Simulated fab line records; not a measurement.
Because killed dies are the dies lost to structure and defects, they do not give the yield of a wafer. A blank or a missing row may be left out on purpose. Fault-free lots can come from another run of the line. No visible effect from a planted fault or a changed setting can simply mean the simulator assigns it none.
Matching of chambers + flow nand-harc + NHARC_P_M2_CMP_23 on cmp-03 has 4 sister chambers
The step polishes, t overpolish 20 s, target thk 144.3 nm. 8 wafers are shown with their chamber, then 8 later ones without.

== WAFERS PAIRED WITH THEIR CHAMBERS ==
| wafer  | chamber | motor-current-A (A) | time-to-endpoint-s (s) |
|--------|---------|---------------------|------------------------|
| L081.3 | 3       | 11.4                | 32.3                   |
| L081.5 | 0       | 12.0                | 30.2                   |
| L082.1 | 3       | 10.8                | 32.5                   |
| L082.2 | 0       | 13.1                | 28.6                   |
| L084.2 | 2       | 14.9                | 32.2                   |
| L084.3 | 1       | 11.2                | 29.0                   |
| L084.6 | 2       | 14.7                | 31.4                   |
| L085.1 | 1       | 11.6                | 28.3                   |

== WAFERS WHOSE CHAMBER IS MISSING ==
| wafer  | motor-current-A (A) | time-to-endpoint-s (s) |
|--------|---------------------|------------------------|
| L085.4 | 15.0                | 30.2                   |
| L085.5 | 10.3                | 32.2                   |
| L090.1 | 11.2                | 27.4                   |
| L090.3 | 12.7                | 26.4                   |
| L090.6 | 11.0                | 28.0                   |
| L091.2 | 12.4                | 28.8                   |
| L091.3 | 14.5                | 31.1                   |
| L091.4 | 11.0                | 30.2                   |

== EACH ONE'S CHAMBER ==
| wafer  | from the rows above          | in truth                   |
|--------|------------------------------|----------------------------|
| L085.4 | 2                            | 2                          |
| L085.5 | 3                            | 3                          |
| L090.1 | 1                            | 1                          |
| L090.3 | can't be placed: 1 or 0      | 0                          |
| L090.6 | 1                            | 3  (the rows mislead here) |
| L091.2 | can't be placed: 0 or 1      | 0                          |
| L091.3 | 2                            | 2                          |
| L091.4 | can't be placed: 1 or 3 or 0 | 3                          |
Placed correctly: 4 of 8. Cannot be placed on the basis of these rows: 3; the candidates contain the true chamber in 3. Number placed wrongly: 1.
How it was worked out, from the rows above alone: a wafer's distance from a chamber is the root of the sum, over the readings, of the square of ((its reading less the chamber's mean) divided by the reading's scatter). If the next closest chamber is less than 2 further off than the closest, the wafer can't be placed; otherwise it belongs to the closest. The mean given for a chamber averages the wafers shown for that chamber. How the scatter is found: for the shown wafers, subtract from each reading the mean of its chamber, square and add these, divide the total by (wafers less chambers), then take the root.
